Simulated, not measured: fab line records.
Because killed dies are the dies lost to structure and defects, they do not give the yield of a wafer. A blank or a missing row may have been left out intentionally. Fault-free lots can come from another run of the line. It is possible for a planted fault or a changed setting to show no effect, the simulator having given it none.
The tool behind it: which one? || flow n5_finfet || 24 lots, 72 wafers sampled, at 6 steps of a route of 1938

WHAT THE GAUGES SHOWED, per wafer
N5_DUMMY_GATE_CD_MEAS_24: target cd 15 nm. Usual: cd_nm reads 15.0 nm (standard deviation 0.44).
{"lot": "L074", "measured": "day 3 02:04", "on": "cd_sem-02", "cd_nm (nm)": "14.9 15.0 15.5", "flag": ""}
{"lot": "L075", "measured": "day 3 07:46", "on": "cd_sem-02", "cd_nm (nm)": "14.9 15.8 15.3", "flag": ""}
{"lot": "L076", "measured": "day 3 12:35", "on": "cd_sem-01", "cd_nm (nm)": "15.2 15.5 14.9", "flag": ""}
{"lot": "L077", "measured": "day 3 20:40", "on": "cd_sem-01", "cd_nm (nm)": "14.2 14.2 14.2", "flag": ""}
{"lot": "L078", "measured": "day 4 04:07", "on": "cd_sem-03", "cd_nm (nm)": "15.0 14.9 14.9", "flag": ""}
{"lot": "L079", "measured": "day 4 11:17", "on": "cd_sem-03", "cd_nm (nm)": "14.3 14.6 13.9", "flag": ""}
{"lot": "L080", "measured": "day 4 16:00", "on": "cd_sem-02", "cd_nm (nm)": "15.5 15.0 14.6", "flag": ""}
{"lot": "L081", "measured": "day 4 22:38", "on": "cd_sem-03", "cd_nm (nm)": "14.8 15.0 14.2", "flag": ""}
{"lot": "L082", "measured": "day 5 00:55", "on": "cd_sem-03", "cd_nm (nm)": "14.7 14.9 14.7", "flag": ""}
{"lot": "L083", "measured": "day 5 06:13", "on": "cd_sem-01", "cd_nm (nm)": "14.8 15.2 15.1", "flag": ""}
{"lot": "L084", "measured": "day 5 09:58", "on": "cd_sem-02", "cd_nm (nm)": "15.4 15.6 15.4", "flag": ""}
{"lot": "L085", "measured": "day 5 20:02", "on": "cd_sem-03", "cd_nm (nm)": "15.3 15.0 14.9", "flag": ""}
{"lot": "L086", "measured": "day 5 21:50", "on": "cd_sem-01", "cd_nm (nm)": "14.9 14.6 14.5", "flag": ""}
{"lot": "L087", "measured": "day 6 06:00", "on": "cd_sem-02", "cd_nm (nm)": "14.5 14.7 14.9", "flag": ""}
{"lot": "L088", "measured": "day 6 13:49", "on": "cd_sem-02", "cd_nm (nm)": "15.4 15.2 15.6", "flag": ""}
{"lot": "L089", "measured": "day 6 23:56", "on": "cd_sem-01", "cd_nm (nm)": "15.2 15.5 15.1", "flag": ""}
{"lot": "L090", "measured": "day 7 07:46", "on": "cd_sem-01", "cd_nm (nm)": "15.1 14.4 14.6", "flag": ""}
{"lot": "L091", "measured": "day 7 11:17", "on": "cd_sem-03", "cd_nm (nm)": "15.1 15.2 14.4", "flag": ""}
{"lot": "L092", "measured": "day 7 11:51", "on": "cd_sem-03", "cd_nm (nm)": "14.9 14.9 14.6", "flag": ""}
{"lot": "L093", "measured": "day 7 19:23", "on": "cd_sem-01", "cd_nm (nm)": "14.8 15.4 14.8", "flag": ""}
{"lot": "L094", "measured": "day 8 04:04", "on": "cd_sem-01", "cd_nm (nm)": "14.5 15.2 14.8", "flag": ""}
{"lot": "L095", "measured": "day 8 14:38", "on": "cd_sem-01", "cd_nm (nm)": "15.2 15.7 14.9", "flag": ""}
{"lot": "L097", "measured": "day 9 01:58", "on": "cd_sem-03", "cd_nm (nm)": "15.5 14.8 14.4", "flag": ""}
{"lot": "L096", "measured": "day 9 05:34", "on": "cd_sem-03", "cd_nm (nm)": "16.1 15.6 15.5", "flag": ""}

N5_DUMMY_GATE_INSPECT_27: inspects for defects (brightfield). Usual: raw_defect_count reads 281 (standard deviation 65).
{"lot": "L074", "measured": "day 3 02:20", "on": "defect_inspect-01", "raw_defect_count": "244 231 190", "flag": ""}
{"lot": "L075", "measured": "day 3 08:03", "on": "defect_inspect-02", "raw_defect_count": "260 357 225", "flag": ""}
{"lot": "L076", "measured": "day 3 12:52", "on": "defect_inspect-01", "raw_defect_count": "254 387 311", "flag": ""}
{"lot": "L077", "measured": "day 3 20:59", "on": "defect_inspect-02", "raw_defect_count": "250 266 361", "flag": ""}
{"lot": "L078", "measured": "day 4 04:24", "on": "defect_inspect-01", "raw_defect_count": "336 416 350", "flag": ""}
{"lot": "L079", "measured": "day 4 11:34", "on": "defect_inspect-02", "raw_defect_count": "183 219 217", "flag": ""}
{"lot": "L080", "measured": "day 4 16:17", "on": "defect_inspect-01", "raw_defect_count": "326 393 270", "flag": ""}
{"lot": "L081", "measured": "day 4 22:56", "on": "defect_inspect-02", "raw_defect_count": "384 263 271", "flag": ""}
{"lot": "L082", "measured": "day 5 01:15", "on": "defect_inspect-02", "raw_defect_count": "308 381 192", "flag": ""}
{"lot": "L083", "measured": "day 5 06:31", "on": "defect_inspect-02", "raw_defect_count": "285 231 273", "flag": ""}
{"lot": "L084", "measured": "day 5 10:22", "on": "defect_inspect-01", "raw_defect_count": "218 211 273", "flag": ""}
{"lot": "L085", "measured": "day 5 20:19", "on": "defect_inspect-02", "raw_defect_count": "347 349 475", "flag": ""}
{"lot": "L086", "measured": "day 5 22:14", "on": "defect_inspect-02", "raw_defect_count": "304 333 269", "flag": ""}
{"lot": "L087", "measured": "day 6 06:17", "on": "defect_inspect-01", "raw_defect_count": "206 359 328", "flag": ""}
{"lot": "L088", "measured": "day 6 14:06", "on": "defect_inspect-01", "raw_defect_count": "240 280 277", "flag": ""}
{"lot": "L089", "measured": "day 7 00:13", "on": "defect_inspect-02", "raw_defect_count": "284 342 190", "flag": ""}
{"lot": "L090", "measured": "day 7 08:04", "on": "defect_inspect-01", "raw_defect_count": "225 342 291", "flag": ""}
{"lot": "L091", "measured": "day 7 11:43", "on": "defect_inspect-02", "raw_defect_count": "200 167 180", "flag": ""}
{"lot": "L092", "measured": "day 7 12:08", "on": "defect_inspect-02", "raw_defect_count": "196 287 257", "flag": ""}
{"lot": "L093", "measured": "day 7 19:41", "on": "defect_inspect-02", "raw_defect_count": "340 220 214", "flag": ""}
{"lot": "L094", "measured": "day 8 04:21", "on": "defect_inspect-02", "raw_defect_count": "326 262 295", "flag": ""}
{"lot": "L095", "measured": "day 8 14:57", "on": "defect_inspect-02", "raw_defect_count": "322 262 318", "flag": ""}
{"lot": "L097", "measured": "day 9 02:14", "on": "defect_inspect-01", "raw_defect_count": "344 229 252", "flag": ""}
{"lot": "L096", "measured": "day 9 05:51", "on": "defect_inspect-01", "raw_defect_count": "280 239 459", "flag": ""}

N5_ILD0_INSPECT_06: inspects for defects (darkfield). Usual: raw_defect_count reads 36 (standard deviation 15).
{"lot": "L074", "measured": "day 3 19:38", "on": "defect_inspect-01", "raw_defect_count": "44 53 33", "flag": ""}
{"lot": "L075", "measured": "day 4 02:09", "on": "defect_inspect-01", "raw_defect_count": "30 24 33", "flag": ""}
{"lot": "L076", "measured": "day 4 06:43", "on": "defect_inspect-01", "raw_defect_count": "61 60 16", "flag": ""}
{"lot": "L077", "measured": "day 4 13:10", "on": "defect_inspect-01", "raw_defect_count": "44 40 29", "flag": ""}
{"lot": "L078", "measured": "day 4 21:45", "on": "defect_inspect-01", "raw_defect_count": "22 38 29", "flag": ""}
{"lot": "L079", "measured": "day 5 08:04", "on": "defect_inspect-01", "raw_defect_count": "46 28 17", "flag": ""}
{"lot": "L080", "measured": "day 5 09:02", "on": "defect_inspect-02", "raw_defect_count": "16 28 43", "flag": ""}
{"lot": "L081", "measured": "day 5 17:43", "on": "defect_inspect-02", "raw_defect_count": "37 28 20", "flag": ""}
{"lot": "L082", "measured": "day 5 18:51", "on": "defect_inspect-01", "raw_defect_count": "79 31 59", "flag": ""}
{"lot": "L083", "measured": "day 6 00:33", "on": "defect_inspect-01", "raw_defect_count": "42 36 17", "flag": ""}
{"lot": "L084", "measured": "day 6 05:27", "on": "defect_inspect-01", "raw_defect_count": "50 27 41", "flag": ""}
{"lot": "L085", "measured": "day 6 13:12", "on": "defect_inspect-02", "raw_defect_count": "50 32 42", "flag": ""}
{"lot": "L086", "measured": "day 6 19:16", "on": "defect_inspect-02", "raw_defect_count": "35 37 23", "flag": ""}
{"lot": "L087", "measured": "day 6 22:37", "on": "defect_inspect-02", "raw_defect_count": "22 40 12", "flag": ""}
{"lot": "L088", "measured": "day 7 08:26", "on": "defect_inspect-01", "raw_defect_count": "41 53 67", "flag": ""}
{"lot": "L089", "measured": "day 7 18:30", "on": "defect_inspect-02", "raw_defect_count": "74 47 39", "flag": ""}
{"lot": "L090", "measured": "day 8 02:26", "on": "defect_inspect-01", "raw_defect_count": "26 13 14", "flag": ""}
{"lot": "L091", "measured": "day 8 05:32", "on": "defect_inspect-02", "raw_defect_count": "28 44 34", "flag": ""}
{"lot": "L092", "measured": "day 8 04:38", "on": "defect_inspect-01", "raw_defect_count": "35 50 53", "flag": ""}
{"lot": "L093", "measured": "day 8 12:16", "on": "defect_inspect-01", "raw_defect_count": "30 38 41", "flag": ""}
{"lot": "L094", "measured": "day 8 22:24", "on": "defect_inspect-02", "raw_defect_count": "17 32 16", "flag": ""}
{"lot": "L095", "measured": "day 9 07:52", "on": "defect_inspect-02", "raw_defect_count": "49 56 28", "flag": ""}
{"lot": "L097", "measured": "day 9 20:10", "on": "defect_inspect-01", "raw_defect_count": "38 34 45", "flag": ""}
{"lot": "L096", "measured": "day 9 23:02", "on": "defect_inspect-01", "raw_defect_count": "37 37 47", "flag": ""}

N5_SDB_INSPECT_13: inspects for defects (brightfield). Usual: raw_defect_count reads 69 (standard deviation 24).
{"lot": "L074", "measured": "day 3 20:11", "on": "defect_inspect-02", "raw_defect_count": "55 63 72", "flag": ""}
{"lot": "L075", "measured": "day 4 02:41", "on": "defect_inspect-01", "raw_defect_count": "98 61 80", "flag": ""}
{"lot": "L076", "measured": "day 4 07:16", "on": "defect_inspect-02", "raw_defect_count": "46 86 61", "flag": ""}
{"lot": "L077", "measured": "day 4 13:35", "on": "defect_inspect-01", "raw_defect_count": "54 45 103", "flag": ""}
{"lot": "L078", "measured": "day 4 22:18", "on": "defect_inspect-02", "raw_defect_count": "36 108 91", "flag": ""}
{"lot": "L079", "measured": "day 5 08:29", "on": "defect_inspect-01", "raw_defect_count": "75 78 47", "flag": ""}
{"lot": "L080", "measured": "day 5 09:27", "on": "defect_inspect-02", "raw_defect_count": "84 71 89", "flag": ""}
{"lot": "L081", "measured": "day 5 18:08", "on": "defect_inspect-02", "raw_defect_count": "36 32 42", "flag": ""}
{"lot": "L082", "measured": "day 5 19:23", "on": "defect_inspect-01", "raw_defect_count": "35 58 54", "flag": ""}
{"lot": "L083", "measured": "day 6 01:05", "on": "defect_inspect-01", "raw_defect_count": "90 81 62", "flag": ""}
{"lot": "L084", "measured": "day 6 05:59", "on": "defect_inspect-02", "raw_defect_count": "76 111 72", "flag": ""}
{"lot": "L085", "measured": "day 6 13:37", "on": "defect_inspect-02", "raw_defect_count": "115 61 53", "flag": ""}
{"lot": "L086", "measured": "day 6 19:48", "on": "defect_inspect-01", "raw_defect_count": "41 36 59", "flag": ""}
{"lot": "L087", "measured": "day 6 23:10", "on": "defect_inspect-01", "raw_defect_count": "48 70 67", "flag": ""}
{"lot": "L088", "measured": "day 7 08:51", "on": "defect_inspect-02", "raw_defect_count": "125 89 70", "flag": ""}
{"lot": "L089", "measured": "day 7 18:56", "on": "defect_inspect-01", "raw_defect_count": "108 105 65", "flag": ""}
{"lot": "L090", "measured": "day 8 02:53", "on": "defect_inspect-01", "raw_defect_count": "117 65 62", "flag": ""}
{"lot": "L091", "measured": "day 8 06:05", "on": "defect_inspect-01", "raw_defect_count": "44 78 93", "flag": ""}
{"lot": "L092", "measured": "day 8 05:13", "on": "defect_inspect-01", "raw_defect_count": "45 62 38", "flag": ""}
{"lot": "L093", "measured": "day 8 12:49", "on": "defect_inspect-02", "raw_defect_count": "85 86 62", "flag": ""}
{"lot": "L094", "measured": "day 8 22:56", "on": "defect_inspect-02", "raw_defect_count": "67 58 84", "flag": ""}
{"lot": "L095", "measured": "day 9 08:25", "on": "defect_inspect-02", "raw_defect_count": "66 40 76", "flag": ""}
{"lot": "L097", "measured": "day 9 20:35", "on": "defect_inspect-01", "raw_defect_count": "85 95 79", "flag": ""}
{"lot": "L096", "measured": "day 9 23:38", "on": "defect_inspect-01", "raw_defect_count": "45 44 65", "flag": ""}

WHAT TOOL EACH LOT RAN ON (gives the tool, then ch and the chambers of the sampled wafers, and finally the start)
{"lot": "L074", "N5_DUMMY_GATE_STRIP_40": "rie_diel-01 ch 1,2, day 3 01:28", "N5_SPACER0_ALD_07": "ald_sin-03 ch 0,1, day 3 02:22"}
{"lot": "L075", "N5_DUMMY_GATE_STRIP_40": "rie_diel-01 ch 0,3, day 3 07:13", "N5_SPACER0_ALD_07": "ald_sin-02 ch 1,3, day 3 08:05"}
{"lot": "L076", "N5_DUMMY_GATE_STRIP_40": "rie_diel-04 ch 1,3, day 3 12:02", "N5_SPACER0_ALD_07": "ald_sin-03 ch 0,1,3, day 3 12:54"}
{"lot": "L077", "N5_DUMMY_GATE_STRIP_40": "rie_diel-01 ch 0,2,3, day 3 20:03", "N5_SPACER0_ALD_07": "ald_sin-02 ch 0,1,3, day 3 21:08"}
{"lot": "L078", "N5_DUMMY_GATE_STRIP_40": "rie_diel-05 ch 1,3, day 4 03:35", "N5_SPACER0_ALD_07": "ald_sin-02 ch 0,1,3, day 4 04:26"}
{"lot": "L079", "N5_DUMMY_GATE_STRIP_40": "rie_diel-04 ch 1,3, day 4 10:44", "N5_SPACER0_ALD_07": "ald_sin-02 ch 0,2,3, day 4 11:37"}
{"lot": "L080", "N5_DUMMY_GATE_STRIP_40": "rie_diel-05 ch 1,2,3, day 4 15:27", "N5_SPACER0_ALD_07": "ald_sin-02 ch 1,2, day 4 16:31"}
{"lot": "L081", "N5_DUMMY_GATE_STRIP_40": "rie_diel-01 ch 0,1, day 4 22:00", "N5_SPACER0_ALD_07": "ald_sin-02 ch 0,3, day 4 23:18"}
{"lot": "L082", "N5_DUMMY_GATE_STRIP_40": "rie_diel-04 ch 0,1,2, day 5 00:20", "N5_SPACER0_ALD_07": "ald_sin-02 ch 1,2,3, day 5 01:52"}
{"lot": "L083", "N5_DUMMY_GATE_STRIP_40": "rie_diel-05 ch 1,2,3, day 5 05:25", "N5_SPACER0_ALD_07": "ald_sin-02 ch 1,2,3, day 5 06:33"}
{"lot": "L084", "N5_DUMMY_GATE_STRIP_40": "rie_diel-04 ch 0,1,3, day 5 09:25", "N5_SPACER0_ALD_07": "ald_sin-04 ch 1,2,3, day 5 10:25"}
{"lot": "L085", "N5_DUMMY_GATE_STRIP_40": "rie_diel-01 ch 0,1,2, day 5 19:29", "N5_SPACER0_ALD_07": "ald_sin-03 ch 1,2, day 5 20:46"}
{"lot": "L086", "N5_DUMMY_GATE_STRIP_40": "rie_diel-05 ch 0,2,3, day 5 21:17", "N5_SPACER0_ALD_07": "ald_sin-03 ch 0,1,2, day 5 22:16"}
{"lot": "L087", "N5_DUMMY_GATE_STRIP_40": "rie_diel-01 ch 0,1, day 6 05:10", "N5_SPACER0_ALD_07": "ald_sin-02 ch 0,2, day 6 06:19"}
{"lot": "L088", "N5_DUMMY_GATE_STRIP_40": "rie_diel-01 ch 2,3, day 6 13:15", "N5_SPACER0_ALD_07": "ald_sin-03 ch 1,2, day 6 14:08"}
{"lot": "L089", "N5_DUMMY_GATE_STRIP_40": "rie_diel-01 ch 0,2,3, day 6 23:23", "N5_SPACER0_ALD_07": "ald_sin-03 ch 1,2,3, day 7 00:15"}
{"lot": "L090", "N5_DUMMY_GATE_STRIP_40": "rie_diel-01 ch 0,2,3, day 7 07:13", "N5_SPACER0_ALD_07": "ald_sin-04 ch 1,2,3, day 7 08:06"}
{"lot": "L091", "N5_DUMMY_GATE_STRIP_40": "rie_diel-01 ch 1,2,3, day 7 10:37", "N5_SPACER0_ALD_07": "ald_sin-02 ch 0,1,2, day 7 11:45"}
{"lot": "L092", "N5_DUMMY_GATE_STRIP_40": "rie_diel-01 ch 0,1,3, day 7 11:04", "N5_SPACER0_ALD_07": "ald_sin-04 ch 0,1,3, day 7 12:17"}
{"lot": "L093", "N5_DUMMY_GATE_STRIP_40": "rie_diel-01 ch 0,1,3, day 7 18:51", "N5_SPACER0_ALD_07": "ald_sin-03 ch 0,1,3, day 7 19:43"}
{"lot": "L094", "N5_DUMMY_GATE_STRIP_40": "rie_diel-04 ch 0,1,3, day 8 03:31", "N5_SPACER0_ALD_07": "ald_sin-04 ch 1,3, day 8 04:23"}
{"lot": "L095", "N5_DUMMY_GATE_STRIP_40": "rie_diel-04 ch 0,1,3, day 8 14:02", "N5_SPACER0_ALD_07": "ald_sin-02 ch 0,1,2, day 8 14:59"}
{"lot": "L097", "N5_DUMMY_GATE_STRIP_40": "rie_diel-05 ch 1,2, day 9 01:14", "N5_SPACER0_ALD_07": "ald_sin-03 ch 1,3, day 9 02:37"}
{"lot": "L096", "N5_DUMMY_GATE_STRIP_40": "rie_diel-04 ch 0,2, day 9 05:01", "N5_SPACER0_ALD_07": "ald_sin-02 ch 0,2,3, day 9 05:53"}
- N5_DUMMY_GATE_STRIP_40: strips in CF4.
- N5_SPACER0_ALD_07: deposits SiNx, target thk 2 nm.

WHAT THE TOOLS THEMSELVES READ (means of the sampled wafers that have a number; where no wafer has one, the mark that the record gives instead)
N5_DUMMY_GATE_STRIP_40. Usual: drypump_motor_current_A 5.6 A, standard deviation 0.3; oes_product_au 0.75 a.u., standard deviation 0.065; rf_vpp_V 271.1 V, standard deviation 1.1; showerhead_plenum_p_Torr 1.80 Torr, standard deviation 0.043; throttle_valve_pct 13.61 %, standard deviation 0.26.
{"lot": "L074", "tool": "rie_diel-01", "drypump_motor_current_A (A)": 5.5, "oes_product_au (a.u.)": 0.75, "rf_vpp_V (V)": 270.3, "showerhead_plenum_p_Torr (Torr)": 1.80, "throttle_valve_pct (%)": 13.68, "flag": ""}
{"lot": "L075", "tool": "rie_diel-01", "drypump_motor_current_A (A)": 5.4, "oes_product_au (a.u.)": 0.83, "rf_vpp_V (V)": 271.7, "showerhead_plenum_p_Torr (Torr)": 1.79, "throttle_valve_pct (%)": 13.38, "flag": ""}
{"lot": "L076", "tool": "rie_diel-04", "drypump_motor_current_A (A)": 6.0, "oes_product_au (a.u.)": 0.71, "rf_vpp_V (V)": 272.5, "showerhead_plenum_p_Torr (Torr)": 1.86, "throttle_valve_pct (%)": 13.83, "flag": ""}
{"lot": "L077", "tool": "rie_diel-01", "drypump_motor_current_A (A)": 5.4, "oes_product_au (a.u.)": 0.77, "rf_vpp_V (V)": 270.7, "showerhead_plenum_p_Torr (Torr)": 1.78, "throttle_valve_pct (%)": 13.57, "flag": ""}
{"lot": "L078", "tool": "rie_diel-05", "drypump_motor_current_A (A)": 5.3, "oes_product_au (a.u.)": 0.76, "rf_vpp_V (V)": 271.1, "showerhead_plenum_p_Torr (Torr)": 1.79, "throttle_valve_pct (%)": 13.39, "flag": ""}
{"lot": "L079", "tool": "rie_diel-04", "drypump_motor_current_A (A)": 6.2, "oes_product_au (a.u.)": 0.71, "rf_vpp_V (V)": 272.6, "showerhead_plenum_p_Torr (Torr)": 1.86, "throttle_valve_pct (%)": 13.82, "flag": ""}
{"lot": "L080", "tool": "rie_diel-05", "drypump_motor_current_A (A)": 5.6, "oes_product_au (a.u.)": 0.74, "rf_vpp_V (V)": 270.1, "showerhead_plenum_p_Torr (Torr)": 1.79, "throttle_valve_pct (%)": 13.52, "flag": ""}
{"lot": "L081", "tool": "rie_diel-01", "drypump_motor_current_A (A)": 5.4, "oes_product_au (a.u.)": 0.82, "rf_vpp_V (V)": 271.1, "showerhead_plenum_p_Torr (Torr)": 1.81, "throttle_valve_pct (%)": 13.47, "flag": ""}
{"lot": "L082", "tool": "rie_diel-04", "drypump_motor_current_A (A)": 6.0, "oes_product_au (a.u.)": 0.79, "rf_vpp_V (V)": 271.8, "showerhead_plenum_p_Torr (Torr)": 1.82, "throttle_valve_pct (%)": 13.52, "flag": ""}
{"lot": "L083", "tool": "rie_diel-05", "drypump_motor_current_A (A)": 5.6, "oes_product_au (a.u.)": 0.73, "rf_vpp_V (V)": 271.0, "showerhead_plenum_p_Torr (Torr)": 1.79, "throttle_valve_pct (%)": 13.52, "flag": ""}
{"lot": "L084", "tool": "rie_diel-04", "drypump_motor_current_A (A)": 5.9, "oes_product_au (a.u.)": 0.70, "rf_vpp_V (V)": 272.8, "showerhead_plenum_p_Torr (Torr)": 1.85, "throttle_valve_pct (%)": 13.82, "flag": ""}
{"lot": "L085", "tool": "rie_diel-01", "drypump_motor_current_A (A)": 5.4, "oes_product_au (a.u.)": 0.77, "rf_vpp_V (V)": 270.0, "showerhead_plenum_p_Torr (Torr)": 1.79, "throttle_valve_pct (%)": 13.67, "flag": ""}
{"lot": "L086", "tool": "rie_diel-05", "drypump_motor_current_A (A)": 5.6, "oes_product_au (a.u.)": 0.79, "rf_vpp_V (V)": 271.2, "showerhead_plenum_p_Torr (Torr)": 1.82, "throttle_valve_pct (%)": 13.55, "flag": ""}
{"lot": "L087", "tool": "rie_diel-01", "drypump_motor_current_A (A)": 5.4, "oes_product_au (a.u.)": 0.80, "rf_vpp_V (V)": 271.7, "showerhead_plenum_p_Torr (Torr)": 1.81, "throttle_valve_pct (%)": 13.50, "flag": ""}
{"lot": "L088", "tool": "rie_diel-01", "drypump_motor_current_A (A)": 5.5, "oes_product_au (a.u.)": 0.71, "rf_vpp_V (V)": 271.0, "showerhead_plenum_p_Torr (Torr)": 1.75, "throttle_valve_pct (%)": 13.81, "flag": ""}
{"lot": "L089", "tool": "rie_diel-01", "drypump_motor_current_A (A)": 5.5, "oes_product_au (a.u.)": 0.76, "rf_vpp_V (V)": 271.1, "showerhead_plenum_p_Torr (Torr)": 1.77, "throttle_valve_pct (%)": 13.63, "flag": ""}
{"lot": "L090", "tool": "rie_diel-01", "drypump_motor_current_A (A)": 5.5, "oes_product_au (a.u.)": 0.75, "rf_vpp_V (V)": 270.4, "showerhead_plenum_p_Torr (Torr)": 1.77, "throttle_valve_pct (%)": 13.63, "flag": ""}
{"lot": "L091", "tool": "rie_diel-01", "drypump_motor_current_A (A)": 5.5, "oes_product_au (a.u.)": 0.72, "rf_vpp_V (V)": 270.7, "showerhead_plenum_p_Torr (Torr)": 1.76, "throttle_valve_pct (%)": 13.69, "flag": ""}
{"lot": "L092", "tool": "rie_diel-01", "drypump_motor_current_A (A)": 5.5, "oes_product_au (a.u.)": 0.77, "rf_vpp_V (V)": 270.9, "showerhead_plenum_p_Torr (Torr)": 1.78, "throttle_valve_pct (%)": 13.51, "flag": ""}
{"lot": "L093", "tool": "rie_diel-01", "drypump_motor_current_A (A)": 5.5, "oes_product_au (a.u.)": 0.76, "rf_vpp_V (V)": 270.7, "showerhead_plenum_p_Torr (Torr)": 1.78, "throttle_valve_pct (%)": 13.52, "flag": ""}
{"lot": "L094", "tool": "rie_diel-04", "drypump_motor_current_A (A)": 5.9, "oes_product_au (a.u.)": 0.69, "rf_vpp_V (V)": 271.8, "showerhead_plenum_p_Torr (Torr)": 1.85, "throttle_valve_pct (%)": 13.85, "flag": ""}
{"lot": "L095", "tool": "rie_diel-04", "drypump_motor_current_A (A)": 5.9, "oes_product_au (a.u.)": 0.69, "rf_vpp_V (V)": 271.7, "showerhead_plenum_p_Torr (Torr)": 1.85, "throttle_valve_pct (%)": 13.85, "flag": ""}
{"lot": "L097", "tool": "rie_diel-05", "drypump_motor_current_A (A)": 5.4, "oes_product_au (a.u.)": 0.73, "rf_vpp_V (V)": 270.8, "showerhead_plenum_p_Torr (Torr)": 1.78, "throttle_valve_pct (%)": 13.46, "flag": ""}
{"lot": "L096", "tool": "rie_diel-04", "drypump_motor_current_A (A)": 5.8, "oes_product_au (a.u.)": 0.75, "rf_vpp_V (V)": 271.0, "showerhead_plenum_p_Torr (Torr)": 1.81, "throttle_valve_pct (%)": 13.53, "flag": ""}

N5_SPACER0_ALD_07. Usual: heater_power_w 889 W, standard deviation 90; susceptor_temp_C 400.00 C, standard deviation 0.21.
{"lot": "L074", "tool": "ald_sin-03", "heater_power_w (W)": 915, "susceptor_temp_C (C)": 399.94, "flag": ""}
{"lot": "L075", "tool": "ald_sin-02", "heater_power_w (W)": 896, "susceptor_temp_C (C)": 399.92, "flag": ""}
{"lot": "L076", "tool": "ald_sin-03", "heater_power_w (W)": 840, "susceptor_temp_C (C)": 400.08, "flag": ""}
{"lot": "L077", "tool": "ald_sin-02", "heater_power_w (W)": 935, "susceptor_temp_C (C)": 399.96, "flag": ""}
{"lot": "L078", "tool": "ald_sin-02", "heater_power_w (W)": 933, "susceptor_temp_C (C)": 400.08, "flag": ""}
{"lot": "L079", "tool": "ald_sin-02", "heater_power_w (W)": 941, "susceptor_temp_C (C)": 399.69, "flag": ""}
{"lot": "L080", "tool": "ald_sin-02", "heater_power_w (W)": 865, "susceptor_temp_C (C)": 399.92, "flag": ""}
{"lot": "L081", "tool": "ald_sin-02", "heater_power_w (W)": 981, "susceptor_temp_C (C)": 399.89, "flag": ""}
{"lot": "L082", "tool": "ald_sin-02", "heater_power_w (W)": 888, "susceptor_temp_C (C)": 400.21, "flag": ""}
{"lot": "L083", "tool": "ald_sin-02", "heater_power_w (W)": 892, "susceptor_temp_C (C)": 399.99, "flag": ""}
{"lot": "L084", "tool": "ald_sin-04", "heater_power_w (W)": 879, "susceptor_temp_C (C)": 400.11, "flag": ""}
{"lot": "L085", "tool": "ald_sin-03", "heater_power_w (W)": 794, "susceptor_temp_C (C)": 399.96, "flag": ""}
{"lot": "L086", "tool": "ald_sin-03", "heater_power_w (W)": 865, "susceptor_temp_C (C)": 400.00, "flag": ""}
{"lot": "L087", "tool": "ald_sin-02", "heater_power_w (W)": 932, "susceptor_temp_C (C)": 400.18, "flag": ""}
{"lot": "L088", "tool": "ald_sin-03", "heater_power_w (W)": 792, "susceptor_temp_C (C)": 399.97, "flag": ""}
{"lot": "L089", "tool": "ald_sin-03", "heater_power_w (W)": 779, "susceptor_temp_C (C)": 399.95, "flag": ""}
{"lot": "L090", "tool": "ald_sin-04", "heater_power_w (W)": 869, "susceptor_temp_C (C)": 400.15, "flag": ""}
{"lot": "L091", "tool": "ald_sin-02", "heater_power_w (W)": 924, "susceptor_temp_C (C)": 400.06, "flag": ""}
{"lot": "L092", "tool": "ald_sin-04", "heater_power_w (W)": 922, "susceptor_temp_C (C)": 399.99, "flag": ""}
{"lot": "L093", "tool": "ald_sin-03", "heater_power_w (W)": 848, "susceptor_temp_C (C)": 400.02, "flag": ""}
{"lot": "L094", "tool": "ald_sin-04", "heater_power_w (W)": 922, "susceptor_temp_C (C)": 400.19, "flag": ""}
{"lot": "L095", "tool": "ald_sin-02", "heater_power_w (W)": 926, "susceptor_temp_C (C)": 399.92, "flag": ""}
{"lot": "L097", "tool": "ald_sin-03", "heater_power_w (W)": 736, "susceptor_temp_C (C)": 400.17, "flag": ""}
{"lot": "L096", "tool": "ald_sin-02", "heater_power_w (W)": 955, "susceptor_temp_C (C)": 400.12, "flag": ""}

THE ANSWER, worked out from the rows above alone
Rule: a lot counts as off when the mean over its wafers that have a number is more than 3 standard deviations away from the usual mean. A lot without any number at a reading at which 4 lots or more have one is off too. The other lots that the step has rows for count as sound. Order of review: gauges by route order, followed by the tools' own readings, for which a lot's mean as printed above is used. The first step at which some lot is off is used, and at that step the reading that is off furthest; a lot without a number counts as furthest.
None of the lots is off at any reading shown; this tells nothing.

WHAT THE SIMULATOR PUT IN
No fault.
